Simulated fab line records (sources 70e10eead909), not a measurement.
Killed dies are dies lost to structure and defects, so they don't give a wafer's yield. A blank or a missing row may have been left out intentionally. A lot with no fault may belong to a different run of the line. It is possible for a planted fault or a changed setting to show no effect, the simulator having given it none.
fab line records	flow nandHarc
record: lots: 12	wafers: 36	lastDay: 25
route steps=1159 shown P_M1@316 P_M2@330 END@1159
lots that met no fault: from a run of the same line without faults
startH: hours from the record's opening day to when the first of the lot's shown wafers began	waitH: hours from the lot's prior step to this one	" as in the row above	L1.1+2: several wafers, shown together as one row	- no value, or no start was given	* or withheld: withheld	< > ~ a bound
route shown NAME@n: names a module that has steps shown in the file, with the first one's number in the route	usual: the fault-free wafers' mean and standard deviation	same: alike in all rows	chamber/n: place in a boat	sites: per-site readings	_std_site: their standard deviation	_edge_site: inner sites' mean taken away from outer sites' mean	radiusMm: for every site, how far away it sits from the centre of the wafer	mask NAME#n: copy n	behind: tool/chamber where the wafer was last shaped	hold: cause of the lot's hold/its duration in hours/its outcome	device: the n, p or np transistor that did not switch	end of line: tests run on the same wafers once the route is complete	a step without rows: its recipe alone	killed: at the first sort, the dies lost to defects and structure; wafer yield is something else	map: dies across one wafer; x = killed, . = not, _ = none there
set.NAME: the run value of the setting; set.NAME@STEP: its run value at that earlier step	model.NAME: the simulator's own value behind a step, which no gauge read
the route's steps for a sample of lots (tables are steps, rows are wafers)
services: a tool's chamber out of use, with start hour (startH, from the record's first day; less than 0 if before it), hours out, and reason
== steps ==
step: NHARC_P_M1_PRE_CLEAN_32
recipe: timeS: 12	tempC: 370	rfPowerW: 300	gas: NH3
usual: heaterPowerW: 591/81	susceptorTempC: 370.00/0.22
lot.wafer	tool	chamber	startH	waitH	heaterPowerW	susceptorTempC
L200.2	pecvd-02	0	134.13	0.1	565	369.73
L200.5	"	2	"	"	591	369.91
L200.6	"	0	"	"	587	369.72
L199.3	pecvd-02	2	139.47	0.1	698	370.00
L199.2	"	0	"	"	508	369.90
L199.4	"	1	"	"	622	370.18
L201.2	pecvd-02	2	139.88	0.1	581	370.10
L201.3	"	0	"	"	526	369.93
L201.5	"	2	"	"	592	370.13
L202.2	pecvd-03	1	140.81	0.1	424	369.80
L202.4	"	1	"	"	418	369.84
L202.6	"	0	"	"	683	370.17
L203.3	pecvd-03	1	145.05	0.1	515	370.07
L203.2	"	0	"	"	597	369.76
L203.4	"	2	"	"	603	370.22
L205.2	pecvd-03	1	158.46	0.1	462	370.13
L205.3	"	2	"	"	662	370.26
L205.6	"	2	"	"	649	370.23
L206.1	pecvd-04	1	165.87	0.1	602	370.02
L206.3	"	0	"	"	502	369.82
L206.5	"	1	"	"	605	369.71
L207.1	pecvd-03	1	167.52	0.1	490	369.97
L207.5	"	1	"	"	481	369.98
L207.4	"	0	"	"	553	369.91
L208.1	pecvd-03	0	185.45	0.1	656	369.65
L208.5	"	1	"	"	433	370.06
L208.6	"	2	"	"	581	369.65
L209.2	pecvd-04	2	185.97	0.2	764	369.75
L209.3	"	0	"	"	572	370.22
L209.1	"	1	"	"	656	370.27
L210.1	pecvd-03	1	203.61	0.1	498	370.06
L210.3	"	2	"	"	588	370.39
L210.6	"	2	"	"	602	370.34
L222.3	pecvd-03	0	255.17	0.1	643	370.36
L222.2	"	1	"	"	490	369.73
L222.6	"	0	"	"	657	369.84
step: NHARC_P_M1_DEP_33
recipe: targetThkA: 300	tempC: 370	targetThkNm: 30	pressureTorr: 3	flowSccm: 200	rfW: 450	material: SiCN
usual: heaterPowerW: 551/77	susceptorTempC: 369.99/0.2
lot.wafer	tool	chamber	startH	waitH	heaterPowerW	susceptorTempC
L200.2	pecvd-02	0	134.26	0.1	508	369.75
L200.5	"	2	"	"	618	370.46
L200.6	"	0	"	"	522	369.84
L199.3	pecvd-02	2	139.55	0.1	622	369.95
L199.2	"	0	"	"	509	369.93
L199.4	"	1	"	"	532	370.00
L201.2	pecvd-02	2	139.96	0.1	643	369.66
L201.3	"	0	"	"	440	370.07
L201.5	"	2	"	"	631	370.13
L202.2	pecvd-03	1	140.89	0.1	381	370.03
L202.4	"	1	"	"	380	369.90
L202.6	"	0	"	"	597	370.23
L203.3	pecvd-03	1	145.13	0.1	412	370.23
L203.2	"	0	"	"	607	369.92
L203.4	"	2	"	"	606	370.06
L205.2	pecvd-03	1	158.57	0.1	449	369.91
L205.3	"	2	"	"	537	370.03
L205.6	"	2	"	"	546	370.29
L206.1	pecvd-04	1	165.94	0.1	582	370.34
L206.3	"	0	"	"	510	369.91
L206.5	"	1	"	"	578	370.03
L207.1	pecvd-03	1	167.60	0.1	414	369.97
L207.5	"	1	"	"	416	370.02
L207.4	"	0	"	"	609	370.10
L208.1	pecvd-03	0	185.59	0.1	618	369.93
L208.5	"	1	"	"	476	369.82
L208.6	"	2	"	"	551	370.13
L209.2	pecvd-04	2	186.05	0.1	723	370.04
L209.3	"	0	"	"	519	370.08
L209.1	"	1	"	"	606	369.91
L210.1	pecvd-03	1	203.73	0.1	425	369.85
L210.3	"	2	"	"	571	370.28
L210.6	"	2	"	"	558	370.06
L222.3	pecvd-03	0	255.25	0.1	610	370.37
L222.2	"	1	"	"	412	370.24
L222.6	"	0	"	"	604	370.23
step: NHARC_P_M2_INSPECT_11
usual: rawDefectCount: 4.2/2.3
lot.wafer	tool	chamber	startH	waitH	rawDefectCount
L200.2	defectInspect-01	-	135.66	0.0	6
L200.5	"	-	"	"	2
L200.6	"	-	"	"	3
L199.2	defectInspect-02	-	141.18	0.0	2
L199.3	"	-	"	"	5
L199.4	"	-	"	"	2
L201.2	defectInspect-02	-	141.33	0.0	8
L201.3	"	-	"	"	11
L201.5	"	-	"	"	8
L202.2	defectInspect-02	-	142.24	0.0	2
L202.4	"	-	"	"	5
L202.6	"	-	"	"	2
L203.2	defectInspect-01	-	146.63	0.0	4
L203.3	"	-	"	"	2
L203.4	"	-	"	"	1
L205.2	defectInspect-02	-	159.90	0.0	1
L205.3	"	-	"	"	6
L205.6	"	-	"	"	2
L206.1	defectInspect-02	-	167.31	0.0	6
L206.3	"	-	"	"	10
L206.5	"	-	"	"	8
L207.1	defectInspect-02	-	168.87	0.0	3
L207.4	"	-	"	"	3
L207.5	"	-	"	"	4
L208.1	defectInspect-02	-	186.89	0.0	4
L208.5	"	-	"	"	5
L208.6	"	-	"	"	7
L209.1	defectInspect-01	-	187.61	0.0	5
L209.2	"	-	"	"	6
L209.3	"	-	"	"	5
L210.1	defectInspect-01	-	205.24	0.0	4
L210.3	"	-	"	"	6
L210.6	"	-	"	"	5
L222.2	defectInspect-02	-	256.51	0.0	3
L222.3	"	-	"	"	3
L222.6	"	-	"	"	1
step: NHARC_P_M2_ETCH_35
recipe: targetDepthA: 400	overetchA: 120	timeS: 43.94	ionEnergyEv: 200	n2FlowSccm: 150	h2FlowSccm: 150	arFlowSccm: 0	rfW: 400	biasW: 150	chemistry: N2/H2
usual: drypumpMotorCurrentA: 5.8/0.48	oesProductAu: 0.999/0.0073	rfVppV: 430.9/2.6	runLengthS: 65.3/0.46	showerheadPlenumPTorr: 2.06/0.09	throttleValvePct: 14.171/0.0091
lot.wafer	tool	chamber	startH	waitH	drypumpMotorCurrentA	oesProductAu	rfHoursCounterH	rfVppV	runLengthS	showerheadPlenumPTorr	throttleValvePct
L200.2	rieDiel-07	1	135.82	0.1	4.8	0.992	2	428.0	65.7	1.95	14.174
L200.5	"	3	"	"	6.4	0.994	-	434.2	64.9	2.14	14.185
L200.6	"	0	"	"	6.0	1.003	-	432.3	65.4	2.10	14.183
L199.4	rieDiel-07	0	141.32	0.1	5.9	1.000	3	431.1	65.0	2.10	14.168
L199.3	"	1	"	"	4.9	0.997	3	429.2	65.9	1.95	14.170
L199.2	"	3	"	"	6.3	0.990	2	432.7	65.1	2.14	14.183
L201.3	rieDiel-07	2	141.51	0.1	5.4	0.997	2	432.3	65.5	2.14	14.162
L201.2	"	3	"	"	6.3	1.005	2	433.6	65.5	2.14	14.171
L201.5	"	1	"	"	4.9	1.010	-	427.2	66.0	1.95	14.185
L202.4	rieDiel-07	2	142.39	0.1	5.4	1.004	2	433.7	65.9	2.14	14.175
L202.2	"	3	"	"	6.3	0.994	3	432.1	65.4	2.14	14.180
L202.6	"	1	"	"	4.9	0.998	-	427.9	65.5	1.95	14.172
L203.3	rieDiel-02	2	146.77	0.1	6.1	1.009	30	428.2	64.9	1.98	14.157
L203.2	"	3	"	"	6.0	0.993	31	428.5	65.2	1.98	14.177
L203.4	"	1	"	"	6.2	0.999	34	433.5	65.4	2.17	14.170
L205.2	rieDiel-02	1	160.05	0.1	6.2	1.004	0	434.4	65.6	2.17	14.151
L205.3	"	3	"	"	6.0	1.005	0	429.5	65.6	1.98	14.177
L205.6	"	2	"	"	6.0	0.997	-	429.6	65.0	1.98	14.164
L206.1	rieDiel-07	3	167.46	0.1	6.3	0.998	3	431.9	65.4	2.14	14.173
L206.3	"	1	"	"	4.9	0.998	4	428.1	65.8	1.95	14.160
L206.5	"	3	"	"	6.3	0.999	-	432.6	65.2	2.14	14.193
L207.1	rieDiel-07	2	169.03	0.1	5.4	0.996	3	431.6	65.4	2.14	14.172
L207.4	"	3	"	"	6.3	1.006	4	432.0	65.1	2.14	14.180
L207.5	"	0	"	"	6.0	1.002	-	434.2	64.9	2.10	14.163
L208.1	rieDiel-02	1	187.04	0.1	6.2	1.012	3	433.3	65.4	2.17	14.162
L208.6	"	0	"	"	6.0	1.013	-	429.7	65.2	2.02	14.159
L208.5	"	1	"	"	6.2	1.000	-	434.7	65.5	2.17	14.166
L209.3	rieDiel-07	1	187.76	0.1	4.9	0.994	4	427.8	65.7	1.95	14.179
L209.2	"	2	"	"	5.4	1.004	3	432.7	65.4	2.14	14.175
L209.1	"	3	"	"	6.3	1.010	4	433.9	65.4	2.14	14.171
L210.3	rieDiel-07	1	205.38	0.1	4.9	1.008	5	429.0	65.7	1.95	14.187
L210.1	"	2	"	"	5.4	0.999	4	432.0	56.2	2.14	14.168
L210.6	"	2	"	"	5.4	1.001	-	433.1	55.6	2.14	14.173
L222.3	rieDiel-02	3	256.68	0.1	6.0	0.984	17	428.2	65.1	1.97	14.160
L222.2	"	0	"	"	6.0	1.000	16	428.9	65.0	2.01	14.173
L222.6	"	2	"	"	6.1	0.988	-	430.1	64.8	1.98	14.170
step: NHARC_END_SORT_01
recipe: tempC: 25
usual: defectLimitedYield: 95.3/1.6	killedAtArray: 28/10	killedAtOther: 0.6/0.85	killedAtPeriphery: 3.3/2.3	killedDies: 32/11	killedOpen: 3.3/1.5	killedShort: 2.1/1.4	sort_bin_2_pct: 1.5/0.63	sort_bin_3_pct: 0.25/0.21	sort_bin_4_pct: 3.0/1.1	sortNPass: 645/11	sortRimYieldPct: 97.6/1.6	sortYieldPct: 95.3/1.6
same: grossDies: 677	sort_bin_5_pct[%]: 0	sort_bin_6_pct[%]: 0	sort_bin_7_pct[%]: 0	sort_bin_8_pct[%]: 0	sortRimNGross: 106.00
lot.wafer	tool	chamber	startH	waitH	defectLimitedYield[%]	killedAtArray	killedAtOther	killedAtPeriphery	killedDies	killedOpen	killedShort	sort_bin_2_pct[%]	sort_bin_3_pct[%]	sort_bin_4_pct[%]	sortNPass	sortRimYieldPct[%]	sortYieldPct[%]
L200.2	prober-02	0	459.24	2.8	97.0	17	1	2	20	2	3	1.0	0	1.9	657	99.1	97.0
L200.5	prober-02	0	461.67	3.7	95.9	26	1	1	28	1	4	1.5	0.15	2.5	649	97.2	95.9
L200.6	prober-02	0	462.48	4.1	95.3	30	1	1	32	3	0	1.8	0.15	2.8	645	97.2	95.3
L199.2	prober-01	0	459.26	2.8	97.0	18	0	2	20	4	1	1.2	0.30	1.5	657	100.0	97.0
L199.3	prober-01	0	460.06	3.1	98.1	12	0	1	13	3	0	0	0.15	1.8	664	98.1	98.1
L199.4	prober-01	0	460.86	3.4	97.5	15	1	1	17	4	1	0.7	0.15	1.6	660	100.0	97.5
L202.2	prober-01	0	467.08	2.8	96.0	26	0	1	27	1	4	0.4	0.30	3.2	650	97.2	96.0
L202.4	prober-01	0	468.68	3.4	97.3	16	1	1	18	3	2	1.3	0.30	1.0	659	98.1	97.3
L202.6	prober-01	0	470.29	4.0	95.9	25	2	1	28	1	4	1.6	0.30	2.2	649	98.1	95.9
L203.2	prober-02	0	467.10	2.8	95.9	23	1	4	28	2	2	1.5	0.15	2.5	649	98.1	95.9
L203.3	prober-02	0	467.89	3.1	97.2	14	1	4	19	4	2	0.7	0	2.1	658	98.1	97.2
L203.4	prober-02	0	468.69	3.4	95.7	29	0	0	29	3	2	1.5	0.15	2.7	648	98.1	95.7
L201.2	prober-02	0	474.89	2.8	92.2	43	1	9	53	5	2	2.2	0.30	5.3	624	95.3	92.2
L201.3	prober-02	0	475.68	3.1	93.1	35	0	12	47	4	3	2.4	0.44	4.1	630	96.2	93.1
L201.5	prober-02	0	477.26	3.7	95.0	28	0	6	34	1	3	1.3	0.30	3.4	643	100.0	95.0
L206.1	prober-02	0	481.85	2.5	94.7	31	0	5	36	4	4	1.2	0.30	3.8	641	95.3	94.7
L206.3	prober-02	0	483.44	3.1	93.8	37	0	5	42	6	0	2.1	0.44	3.7	635	94.3	93.8
L206.5	prober-02	0	485.02	3.7	93.8	35	4	3	42	3	4	2.5	0.30	3.4	635	96.2	93.8
L207.1	prober-01	0	483.77	2.5	96.6	17	0	6	23	2	2	1.2	0	2.2	654	100.0	96.6
L207.4	prober-01	0	486.16	3.4	95.9	26	0	2	28	2	1	1.5	0.30	2.4	649	99.1	95.9
L207.5	prober-01	0	486.95	3.7	96.6	22	0	1	23	2	4	1.2	0	2.2	654	99.1	96.6
L205.2	prober-02	0	490.37	2.8	96.3	23	0	2	25	3	2	1.2	0.15	2.4	652	98.1	96.3
L205.3	prober-02	0	491.18	3.1	96.3	19	0	6	25	4	1	1.0	0	2.7	652	100.0	96.3
L205.6	prober-02	0	493.59	4.0	96.0	22	1	4	27	2	2	1.2	0.15	2.7	650	100.0	96.0
L209.1	prober-01	0	494.52	2.5	97.5	13	0	4	17	3	1	1.2	0	1.3	660	100.0	97.5
L209.2	prober-01	0	495.32	2.8	97.2	10	2	7	19	2	3	1.2	0.15	1.5	658	99.1	97.2
L209.3	prober-01	0	496.11	3.1	97.5	12	0	5	17	4	2	0.7	0.15	1.6	660	99.1	97.5
L208.1	prober-02	0	497.38	2.5	94.5	34	0	3	37	3	2	1.3	0.74	3.4	640	98.1	94.5
L208.5	prober-02	0	500.64	3.8	95.1	27	2	4	33	4	3	1.3	0.15	3.4	644	97.2	95.1
L208.6	prober-02	0	501.46	4.1	94.8	30	0	5	35	6	3	1.5	0.30	3.4	642	98.1	94.8
L210.1	prober-01	0	514.79	2.5	96.8	18	0	4	22	3	2	0.7	0.15	2.4	655	100.0	96.8
L210.3	prober-01	0	516.37	3.1	95.9	23	0	5	28	3	1	1.3	0.15	2.7	649	98.1	95.9
L210.6	prober-01	0	518.73	3.9	93.9	35	2	4	41	4	2	1.0	0.44	4.6	636	98.1	93.9
L222.2	prober-02	0	597.13	2.8	97.5	17	0	0	17	4	0	1.0	0.15	1.3	660	96.2	97.5
L222.3	prober-02	0	597.94	3.1	96.5	24	0	0	24	2	3	1.5	0	2.1	653	94.3	96.5
L222.6	prober-02	0	600.35	4.0	95.6	28	0	2	30	7	2	2.4	0.30	1.8	647	97.2	95.6
killed by level:class
L200.2 A_SLIT:chamberFilmFlake=7 A_CHANNEL_HOLE_D1:chamberFilmFlake=2 A_STAIRCASE:chamberFilmFlake=2 P_M0:geometricParticle:short=1 A_SOURCE_PLATE:geometricParticle:short=1 A_ONON_D1:geometricParticle:open=1 A_SGD_CUT:geometricParticle:short=1 A_M0:geometricParticle:open=1
L199.2 A_STAIRCASE:chamberFilmFlake=5 A_CHANNEL_FILL_D1:chamberFilmFlake=4 A_CHANNEL_HOLE_D1:chamberFilmFlake=3 A_CONTACT:geometricParticle:open=2 A_CONTACT:chamberFilmFlake=2 P_GATE:geometricParticle:open=1 P_M0:geometricParticle:open=1 A_CONTACT:geometricParticle:short=1
L199.3 A_STAIRCASE:chamberFilmFlake=5 A_SGD_CUT:geometricParticle:open=1 A_WL_FILL:geometricParticle:open=1 A_CONTACT:geometricParticle:open=1 P_GATE:chamberFilmFlake=1 A_CHANNEL_HOLE_D1:chamberFilmFlake=1 A_CHANNEL_FILL_D1:chamberFilmFlake=1 A_WL_FILL:chamberFilmFlake=1
L199.4 A_STAIRCASE:chamberFilmFlake=4 A_CHANNEL_HOLE_D1:chamberFilmFlake=3 A_CHANNEL_FILL_D1:chamberFilmFlake=2 A_SOURCE_PLATE:geometricParticle:open=1 A_CHANNEL_FILL_D1:geometricParticle:short=1 A_WL_FILL:geometricParticle:open=1 A_BLC:geometricParticle:open=1 A_M0:geometricParticle:open=1
L200.5 A_SLIT:chamberFilmFlake=12 A_CHANNEL_FILL_D1:geometricParticle:short=3 A_CHANNEL_HOLE_D1:chamberFilmFlake=2 A_STAIRCASE:chamberFilmFlake=2 A_CONTACT:geometricParticle:open=1 A_CONTACT:geometricParticle:short=1 P_GATE:chamberFilmFlake=1 A_CHANNEL_FILL_D1:chamberFilmFlake=1
L200.6 A_SLIT:chamberFilmFlake=16 A_STAIRCASE:chamberFilmFlake=4 A_WL_FILL:chamberFilmFlake=3 A_ZERO_WELL:chamberFilmFlake=2 P_GATE:geometricParticle:open=1 A_CONTACT:geometricParticle:open=1 A_BLC:geometricParticle:open=1 A_CONTACT:chamberFilmFlake=1
L202.2 A_CHANNEL_HOLE_D1:chamberFilmFlake=15 A_STAIRCASE:chamberFilmFlake=3 A_ONON_D1:geometricParticle:short=2 A_M0:geometricParticle:short=2 A_SLIT:chamberFilmFlake=2 A_CONTACT:geometricParticle:open=1 P_STI:chamberFilmFlake=1 A_CONTACT:chamberFilmFlake=1
L203.2 A_SLIT:chamberFilmFlake=10 A_CHANNEL_HOLE_D1:chamberFilmFlake=4 A_STAIRCASE:chamberFilmFlake=4 P_M2:chamberFilmFlake=2 A_ONON_D1:geometricParticle:short=1 A_WL_FILL:geometricParticle:short=1 A_WL_FILL:geometricParticle:open=1 A_M1:geometricParticle:open=1
L203.3 A_ONON_D1:geometricParticle:open=3 A_STAIRCASE:chamberFilmFlake=3 P_M2:chamberFilmFlake=2 A_CHANNEL_HOLE_D1:chamberFilmFlake=2 A_SLIT:chamberFilmFlake=2 A_CHANNEL_FILL_D1:geometricParticle:short=1 A_SGD_CUT:geometricParticle:short=1 A_CONTACT:geometricParticle:open=1
L202.4 A_CHANNEL_HOLE_D1:chamberFilmFlake=10 A_CONTACT:geometricParticle:open=2 A_CHANNEL_FILL_D1:geometricParticle:open=1 A_CONTACT:geometricParticle:short=1 A_M0:geometricParticle:short=1 P_STI:chamberFilmFlake=1 A_STAIRCASE:chamberFilmFlake=1 THIN_TSV:chamberFilmFlake=1
L203.4 A_SLIT:chamberFilmFlake=11 A_CONTACT:chamberFilmFlake=6 A_CHANNEL_HOLE_D1:chamberFilmFlake=2 A_STAIRCASE:chamberFilmFlake=2 A_WL_FILL:chamberFilmFlake=2 A_ONON_D1:geometricParticle:short=1 A_SGD_CUT:geometricParticle:open=1 A_CONTACT:geometricParticle:open=1
L202.6 A_CHANNEL_HOLE_D1:chamberFilmFlake=16 A_STAIRCASE:chamberFilmFlake=3 P_M0:geometricParticle:short=1 A_CHANNEL_HOLE_D1:geometricParticle:short=1 A_SGD_CUT:geometricParticle:short=1 A_WL_FILL:geometricParticle:short=1 A_CONTACT:geometricParticle:open=1 A_SLIT:chamberFilmFlake=1
L201.2 A_CHANNEL_HOLE_D1:chamberFilmFlake=13 A_SLIT:chamberFilmFlake=11 P_STI:chamberFilmFlake=6 A_CONTACT:chamberFilmFlake=4 A_STAIRCASE:chamberFilmFlake=3 A_WL_FILL:chamberFilmFlake=3 P_M0:geometricParticle:open=2 A_ONON_D1:geometricParticle:short=2
L201.3 A_CHANNEL_HOLE_D1:chamberFilmFlake=17 A_SLIT:chamberFilmFlake=13 P_STI:chamberFilmFlake=5 P_CONTACT:chamberFilmFlake=3 P_CONTACT:geometricParticle:open=2 P_CONTACT:geometricParticle:short=1 P_M0:geometricParticle:open=1 A_CHANNEL_FILL_D1:geometricParticle:short=1
L201.5 A_CHANNEL_HOLE_D1:chamberFilmFlake=12 A_SLIT:chamberFilmFlake=12 P_CONTACT:chamberFilmFlake=3 P_STI:chamberFilmFlake=2 P_M0:geometricParticle:open=1 A_CHANNEL_HOLE_D1:geometricParticle:short=1 A_SGD_CUT:geometricParticle:short=1 A_BLC:geometricParticle:short=1
L206.1 A_SLIT:chamberFilmFlake=13 A_STAIRCASE:chamberFilmFlake=6 A_CHANNEL_HOLE_D1:chamberFilmFlake=4 P_GATE:geometricParticle:open=1 P_M1:geometricParticle:short=1 A_SOURCE_PLATE:geometricParticle:short=1 A_SOURCE_PLATE:geometricParticle:open=1 A_CHANNEL_FILL_D1:geometricParticle:short=1
L206.3 A_STAIRCASE:chamberFilmFlake=13 A_SLIT:chamberFilmFlake=12 P_GATE:chamberFilmFlake=4 A_CHANNEL_HOLE_D1:chamberFilmFlake=3 A_CONTACT:chamberFilmFlake=3 A_CONTACT:geometricParticle:open=2 A_M0:geometricParticle:open=2 A_SGD_CUT:geometricParticle:open=1
L207.1 A_SLIT:chamberFilmFlake=8 A_CHANNEL_HOLE_D1:chamberFilmFlake=5 A_STAIRCASE:chamberFilmFlake=3 P_GATE:geometricParticle:open=1 P_CONTACT:geometricParticle:short=1 P_M0:geometricParticle:open=1 P_M1:geometricParticle:short=1 P_STI:chamberFilmFlake=1
L206.5 A_SLIT:chamberFilmFlake=15 A_STAIRCASE:chamberFilmFlake=7 A_CHANNEL_HOLE_D1:chamberFilmFlake=4 THIN_TSV:chamberFilmFlake=4 A_CONTACT:geometricParticle:open=2 P_GATE:chamberFilmFlake=2 A_WL_FILL:chamberFilmFlake=2 P_M1:geometricParticle:short=1
L207.4 A_SLIT:chamberFilmFlake=12 A_CHANNEL_HOLE_D1:chamberFilmFlake=4 A_STAIRCASE:chamberFilmFlake=4 A_CONTACT:chamberFilmFlake=4 P_CONTACT:geometricParticle:open=1 A_WL_FILL:geometricParticle:short=1 A_M0:geometricParticle:open=1 P_GATE:chamberFilmFlake=1
L207.5 A_CHANNEL_HOLE_D1:chamberFilmFlake=7 A_SLIT:chamberFilmFlake=5 A_CHANNEL_FILL_D1:geometricParticle:short=3 A_STAIRCASE:chamberFilmFlake=2 A_CONTACT:chamberFilmFlake=2 A_WL_FILL:geometricParticle:open=1 A_WL_FILL:geometricParticle:short=1 A_M0:geometricParticle:open=1
L205.2 A_CHANNEL_HOLE_D1:chamberFilmFlake=17 A_CHANNEL_HOLE_D1:geometricParticle:open=2 A_CHANNEL_FILL_D1:geometricParticle:short=2 A_CONTACT:geometricParticle:open=1 P_GATE:chamberFilmFlake=1 P_M2:chamberFilmFlake=1 A_STAIRCASE:chamberFilmFlake=1
L205.3 A_CHANNEL_HOLE_D1:chamberFilmFlake=12 A_STAIRCASE:chamberFilmFlake=4 P_CONTACT:geometricParticle:open=2 P_M2:chamberFilmFlake=2 A_CHANNEL_FILL_D1:geometricParticle:open=1 A_WL_FILL:geometricParticle:short=1 A_CONTACT:geometricParticle:open=1 P_GATE:chamberFilmFlake=1
L205.6 A_CHANNEL_HOLE_D1:chamberFilmFlake=17 P_M2:chamberFilmFlake=3 A_STAIRCASE:chamberFilmFlake=2 A_ONON_D1:geometricParticle:open=1 A_CHANNEL_FILL_D1:geometricParticle:short=1 A_M0:geometricParticle:open=1 P_GATE:chamberFilmFlake=1 STARTING-WAFER:geometricParticle:short=1
L209.1 A_CHANNEL_HOLE_D1:chamberFilmFlake=6 P_ZERO_WELL:chamberFilmFlake=3 A_STAIRCASE:chamberFilmFlake=3 A_ONON_D1:geometricParticle:short=1 A_SGD_CUT:geometricParticle:open=1 A_BLC:geometricParticle:open=1 A_M0:geometricParticle:open=1 P_GATE:chamberFilmFlake=1
L209.2 P_ZERO_WELL:chamberFilmFlake=5 A_WL_FILL:chamberFilmFlake=2 A_CONTACT:chamberFilmFlake=2 THIN_TSV:chamberFilmFlake=2 P_CONTACT:geometricParticle:open=1 A_CHANNEL_FILL_D1:geometricParticle:short=1 A_CONTACT:geometricParticle:open=1 A_BLC:geometricParticle:short=1
L209.3 P_ZERO_WELL:chamberFilmFlake=4 A_CONTACT:chamberFilmFlake=3 A_CONTACT:geometricParticle:open=2 A_STAIRCASE:chamberFilmFlake=2 A_WL_FILL:geometricParticle:short=1 A_BLC:geometricParticle:open=1 A_M0:geometricParticle:short=1 A_M0:geometricParticle:open=1
L208.1 A_CHANNEL_HOLE_D1:chamberFilmFlake=20 A_STAIRCASE:chamberFilmFlake=4 A_CONTACT:chamberFilmFlake=4 A_SLIT:chamberFilmFlake=2 P_STI:geometricParticle:open=1 P_M2:geometricParticle:short=1 A_ONON_D1:geometricParticle:open=1 A_WL_FILL:geometricParticle:short=1
L208.5 A_CHANNEL_HOLE_D1:chamberFilmFlake=13 A_ONON_D1:geometricParticle:short=3 A_ONON_D1:geometricParticle:open=3 P_GATE:chamberFilmFlake=3 A_CONTACT:chamberFilmFlake=3 A_BLC:chamberFilmFlake=3 A_STAIRCASE:chamberFilmFlake=2 THIN_TSV:chamberFilmFlake=2
L208.6 A_CHANNEL_HOLE_D1:chamberFilmFlake=11 A_WL_FILL:chamberFilmFlake=5 A_CONTACT:chamberFilmFlake=4 A_STAIRCASE:chamberFilmFlake=3 P_CONTACT:geometricParticle:open=2 A_M0:geometricParticle:open=2 P_GATE:chamberFilmFlake=2 P_M0:geometricParticle:short=1
L210.1 A_CHANNEL_HOLE_D1:chamberFilmFlake=8 A_CONTACT:chamberFilmFlake=3 A_ZERO_WELL:chamberFilmFlake=2 A_STAIRCASE:chamberFilmFlake=2 P_CONTACT:geometricParticle:short=1 P_M0:geometricParticle:open=1 A_ONON_D1:geometricParticle:short=1 A_WL_FILL:geometricParticle:open=1
L210.3 A_CHANNEL_HOLE_D1:chamberFilmFlake=12 A_CONTACT:chamberFilmFlake=7 P_M1:chamberFilmFlake=2 P_CONTACT:geometricParticle:open=1 P_M0:geometricParticle:open=1 A_CHANNEL_FILL_D1:geometricParticle:short=1 A_CHANNEL_FILL_D1:geometricParticle:open=1 P_STI:chamberFilmFlake=1
L210.6 A_CHANNEL_HOLE_D1:chamberFilmFlake=20 A_STAIRCASE:chamberFilmFlake=5 A_CONTACT:chamberFilmFlake=4 P_CONTACT:geometricParticle:open=2 THIN_TSV:chamberFilmFlake=2 A_ONON_D1:geometricParticle:open=1 A_ONON_D1:geometricParticle:short=1 A_CHANNEL_FILL_D1:geometricParticle:short=1
L222.2 A_CHANNEL_HOLE_D1:chamberFilmFlake=5 A_CHANNEL_FILL_D1:chamberFilmFlake=4 A_CONTACT:geometricParticle:open=3 A_STAIRCASE:chamberFilmFlake=2 A_CHANNEL_FILL_D1:geometricParticle:open=1 A_SLIT:chamberFilmFlake=1 A_CONTACT:chamberFilmFlake=1
L222.3 A_CHANNEL_HOLE_D1:chamberFilmFlake=10 A_CONTACT:chamberFilmFlake=7 A_ONON_D1:geometricParticle:short=1 A_CHANNEL_FILL_D1:geometricParticle:short=1 A_CHANNEL_FILL_D1:geometricParticle:open=1 A_CONTACT:geometricParticle:open=1 A_M0:geometricParticle:short=1 A_ZERO_WELL:chamberFilmFlake=1
L222.6 A_CHANNEL_HOLE_D1:chamberFilmFlake=11 A_CONTACT:chamberFilmFlake=3 A_CHANNEL_FILL_D1:geometricParticle:open=2 A_CONTACT:geometricParticle:open=2 A_CHANNEL_FILL_D1:chamberFilmFlake=2 A_STAIRCASE:chamberFilmFlake=2 P_CONTACT:geometricParticle:open=1 P_M0:geometricParticle:short=1
== services ==
tool	chamber	startH	hours	kind
pecvd-03	-	111.33	13.0	pm
pecvd-03	0	111.33	13.0	ventCycle
pecvd-03	1	111.33	13.0	ventCycle
pecvd-03	2	111.33	13.0	ventCycle
rieDiel-02	1	118.07	3.5	repair
rieDiel-07	2	123.84	3.5	repair
pecvd-03	0	124.33	-	clean
pecvd-03	1	124.33	-	clean
pecvd-03	2	124.33	-	clean
rieDiel-07	0	133.74	-	clean
rieDiel-07	1	133.74	-	clean
rieDiel-07	2	133.74	-	clean
pecvd-04	-	148.73	1.8	repair
rieDiel-02	-	150.70	9.0	pm
pecvd-04	-	151.20	1.7	repair
pecvd-02	-	153.27	13.0	pm
pecvd-02	-	170.28	0.6	repair
rieDiel-07	-	193.83	0.3	repair
pecvd-04	-	195.00	13.0	pm
pecvd-03	0	196.69	13.8	repair
rieDiel-07	3	227.31	9.4	repair
rieDiel-07	-	228.20	9.0	pm
pecvd-04	0	240.18	6.7	repair
rieDiel-02	1	248.72	12.5	repair
== key ==
firstSign: step: NHARC_P_M2_ETCH_35	reading: runLengthS	direction: down	sigmas: 21	usual: *	struck: *
effect none on later readings
metAt NHARC_P_M2_ETCH_35
struckLots L210
struckWafers L210.1,L210.6
notActingAt NHARC_P_M1_PRE_CLEAN_32,NHARC_P_M1_DEP_33,NHARC_P_M2_INSPECT_11
onsetBetween 187.76 205.38
fault: kind: processParameterDrift	tool: rieDiel-07	chamber: 2	onsetH: 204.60	steps: NHARC_P_M2_ETCH_35	channel: timeS	offset: *	shape: step	endH: 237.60	actsIn: *	stated: *
